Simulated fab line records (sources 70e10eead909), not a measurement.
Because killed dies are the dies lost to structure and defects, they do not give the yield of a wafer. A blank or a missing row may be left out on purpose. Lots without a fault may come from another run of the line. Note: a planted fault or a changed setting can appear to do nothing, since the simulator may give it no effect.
Which of the tools did it? || flow nand-harc || Sampling: 6 lots, 17 wafers, 5 of 1302 route steps

WHAT THE GAUGES SHOWED, per wafer
NHARC_END_SORT_01.
{"lot": "L487", "measured": "day 25 01:07", "on": "prober-01", "killed-at-array": "63 61 64"}
{"lot": "L493", "measured": "day 27 14:44", "on": "prober-01", "killed-at-array": 42}

EACH LOT AND THE TOOL THAT RAN IT (in order: tool; ch and the chambers of the sampled wafers; start)
{"lot": "L487", "NHARC_A_CHANNEL_HOLE_D2_ETCH_23": "har-etch-02 ch 1, day 13 08:32", "NHARC_A_CHANNEL_FILL_D2_ALD_03": "ald-sin-batch-02 ch 0, day 14 17:03 or earlier", "NHARC_A_CHANNEL_FILL_D2_ETCHBACK_19": "rie-si-06 ch 1,3, day 14 17:03", "NHARC_A_CHANNEL_FILL_D2_STRIP_29": "rie-diel-06 ch 1,2,3, day 25 01:07 or earlier"}
{"lot": "L493", "NHARC_A_CHANNEL_HOLE_D2_ETCH_23": "har-etch-01 ch 0,1, day 16 08:55", "NHARC_A_CHANNEL_FILL_D2_ALD_03": "ald-sin-batch-01 ch 0, day 17 14:53 or earlier", "NHARC_A_CHANNEL_FILL_D2_ETCHBACK_19": "rie-si-02 ch 0,2, day 17 14:53", "NHARC_A_CHANNEL_FILL_D2_STRIP_29": "rie-diel-06 ch 2,3, day 27 14:44 or earlier"}
{"lot": "L502", "NHARC_A_CHANNEL_HOLE_D2_ETCH_23": "har-etch-01 ch 0,1, day 20 06:26", "NHARC_A_CHANNEL_FILL_D2_ALD_03": "ald-sin-batch-02 ch 0, day 21 11:30 or earlier", "NHARC_A_CHANNEL_FILL_D2_ETCHBACK_19": "rie-si-05 ch 2,3, day 21 11:30", "NHARC_A_CHANNEL_FILL_D2_STRIP_29": "rie-diel-03 ch 0,1, no start"}
{"lot": "L504", "NHARC_A_CHANNEL_HOLE_D2_ETCH_23": "har-etch-01 ch 1, day 20 10:29", "NHARC_A_CHANNEL_FILL_D2_ALD_03": "ald-sin-batch-01 ch 0, day 21 20:57 or earlier", "NHARC_A_CHANNEL_FILL_D2_ETCHBACK_19": "rie-si-05 ch 0,1, day 21 20:57", "NHARC_A_CHANNEL_FILL_D2_STRIP_29": "rie-diel-06 ch 1,2, day 22 14:38"}
{"lot": "L507", "NHARC_A_CHANNEL_HOLE_D2_ETCH_23": "har-etch-02 ch 0,1, day 22 01:47", "NHARC_A_CHANNEL_FILL_D2_ALD_03": "ald-sin-batch-02 ch 0, day 23 09:40 or earlier", "NHARC_A_CHANNEL_FILL_D2_ETCHBACK_19": "rie-si-06 ch 2,3, day 23 09:40", "NHARC_A_CHANNEL_FILL_D2_STRIP_29": "rie-diel-03 ch 1,2,3, no start"}
{"lot": "L509", "NHARC_A_CHANNEL_HOLE_D2_ETCH_23": "har-etch-02 ch 0,1, day 23 06:55", "NHARC_A_CHANNEL_FILL_D2_ALD_03": "ald-sin-batch-01 ch 0, day 24 11:44 or earlier", "NHARC_A_CHANNEL_FILL_D2_ETCHBACK_19": "rie-si-02 ch 0,2, day 24 11:44", "NHARC_A_CHANNEL_FILL_D2_STRIP_29": "rie-diel-03 ch 0,2,3, no start"}
- NHARC_A_CHANNEL_HOLE_D2_ETCH_23: etches the open film in C4F8/O2/Ar, time 819 s, target depth 1600 nm.
- NHARC_A_CHANNEL_FILL_D2_ALD_03: deposits SiNx, target thk 6 nm, pulse time 60 s, ald cycles 58.
- NHARC_A_CHANNEL_FILL_D2_ETCHBACK_19: etches the open film in HBr/Cl2, target depth 5 nm, time 1.7 s.
- NHARC_A_CHANNEL_FILL_D2_STRIP_29: strips in O2, time 20 s.

THE ANSWER, worked out from the rows above alone
Rule: usual is defined by the lots themselves. The widest of any qualifying gaps counts: lots, ordered by their means at a reading, are off when they make up no more than a third of the lots, leave a main group of 4 or more, and stand apart from it by 3 or more times the standard deviation of that group's means. The tables above print the reading to a certain number of digits; a main group whose means all agree to those digits is not used. A lot without any number at a reading at which 4 lots or more have one is off too. Where the step has rows for the other lots, those lots are counted as sound.
Nothing can be told from this: no lot is off at any reading shown.

WHAT THE SIMULATOR PUT IN
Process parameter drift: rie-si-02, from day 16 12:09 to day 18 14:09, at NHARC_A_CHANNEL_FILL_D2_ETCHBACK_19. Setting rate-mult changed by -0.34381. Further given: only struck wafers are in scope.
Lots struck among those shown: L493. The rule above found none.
